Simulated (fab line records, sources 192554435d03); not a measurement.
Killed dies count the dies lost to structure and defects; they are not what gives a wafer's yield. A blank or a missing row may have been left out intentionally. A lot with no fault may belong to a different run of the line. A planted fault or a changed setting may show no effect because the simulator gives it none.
Split-lot trial ; flow n5-finfet ; 7 lots, 21 wafers read, on a route of 1938 steps

== SPLIT DETAILS ==
At N5_BEOL_M7_PECVD_70 (deposits SiO2 from TEOS/O2, target thk 20 nm, time 22.7 s), the setting temp-c was moved away from the recipe's 400 C on 7 of the 21 wafers read, by -4.4% to +3.6%. For the rest of the wafers, this setting stayed at what the recipe calls for.

Reading taken at the split's own step.

== THE READING ==
SiO2_of_BEOL_M7_PECVD_70.thk-nm (the simulator's own value, which no gauge read), in nm, at N5_BEOL_M7_PECVD_70 (deposits SiO2 from TEOS/O2, target thk 20 nm, time 22.7 s). The file does not state a usual value for it. Here, 14 wafers ran the recipe; their average is 20.1 nm with a standard deviation of 0.28 nm.

wafer;tool, chamber at the split;temp-c as run, C;against the recipe;SiO2_of_BEOL_M7_PECVD_70.thk-nm, nm;against lot-mates on the recipe
L075.1;pecvd-04, 2;410.1;+2.5%;18.4;-1.8
L075.2;pecvd-04, 0;410.1;+2.5%;18.6;-1.6
L075.6;pecvd-04, 0;400;recipe;20.2;-
L076.2;pecvd-03, 0;400;recipe;20.2;-
L076.4;pecvd-03, 1;400;recipe;20.4;-
L076.5;pecvd-03, 1;400;recipe;20.6;-
L079.1;pecvd-02, 1,0;400;recipe;19.8;-
L079.3;pecvd-02, 1,0;400;recipe;19.8;-
L079.6;pecvd-02, 1;400;recipe;20;-
L081.2;pecvd-04, 0;400;recipe;20;-
L081.3;pecvd-04, 2;400;recipe;19.8;-
L081.5;pecvd-04, 1;387.6;-3.1%;21.8;+1.9
L088.3;pecvd-02, 2;400;recipe;20.2;-
L088.5;pecvd-02, 1;384.8;-3.8%;22.2;+2.0
L088.6;pecvd-02, 2;384.8;-3.8%;22.4;+2.2
L089.1;pecvd-04, 1;400;recipe;19.8;-
L089.4;pecvd-04, 1;400;recipe;19.8;-
L089.6;pecvd-04, 2;382.3;-4.4%;22.2;+2.4
L093.1;pecvd-03, 1;414.3;+3.6%;18.2;-2.2
L093.3;pecvd-03, 0;400;recipe;20.2;-
L093.4;pecvd-03, 2;400;recipe;20.6;-
Rows listing several chambers each stand for several wafers; the file does not say which wafer went through which chamber.

THE FIT
A straight line over all 21 wafers: SiO2_of_BEOL_M7_PECVD_70.thk-nm changes by -0.554 nm for each +1% of temp-c; r = -0.97; the points scatter about the line by 0.27 nm.
The same after taking each lot's own level away (the mean of its wafers on the recipe; 21 wafers): -0.589 nm for each +1%; r = -0.99; scatter 0.14 nm.
Per that fit: largest temp-c move, reading shift of 2.6 nm.
The lots' own levels span 19.80 to 20.40 nm, that is 2.1 times the standard deviation above.
The two slopes are in agreement: the lot-to-lot level therefore moves the slope only a little.
Check: for one of the wafers moved furthest among these (-4.4%), held out of the fit, the line's prediction against its lot-mates is +2.62 nm. It came out at +2.4 nm against them.

== THESE WAFERS: OTHER SPLITS ==
Note: prior to the reading, these wafers also went through further splits. Each is held against what the fit with the lots' levels taken away leaves over:
other split on the same wafers;wafers away from the commonest value;r with SiO2_of_BEOL_M7_PECVD_70.thk-nm (lot level and that fit taken away)
N5_BEOL_M0_ETCH_138 source-w;5;+0.18
N5_BEOL_M1_COAT_05 spin-rpm;7;+0.01
N5_BEOL_M1_ETCH_74 bias-w;6;-0.05
N5_BEOL_M2_DESCUM_16 time-s;10;+0.34
N5_BEOL_M2_VIA_ETCH_34 time-s;5;-0.03
N5_BEOL_M3_ETCH_41 target-depth-a;10;+0.07
N5_BEOL_M4_SPUTTER_81 time-s;7;+0.15
N5_BEOL_M5_VIA_ETCH_34 source-w;11;-0.05
N5_BEOL_M5_TRENCH_ETCH_37 bias-w;8;+0.40
N5_BEOL_M7_ILD_DEP_00 temp-c;5;-0.05

== THE FILE'S OWN FIT ==
SiO2_of_BEOL_M7_PECVD_70.thk-nm changes by -0.584 nm for each +1% of temp-c, r = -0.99.
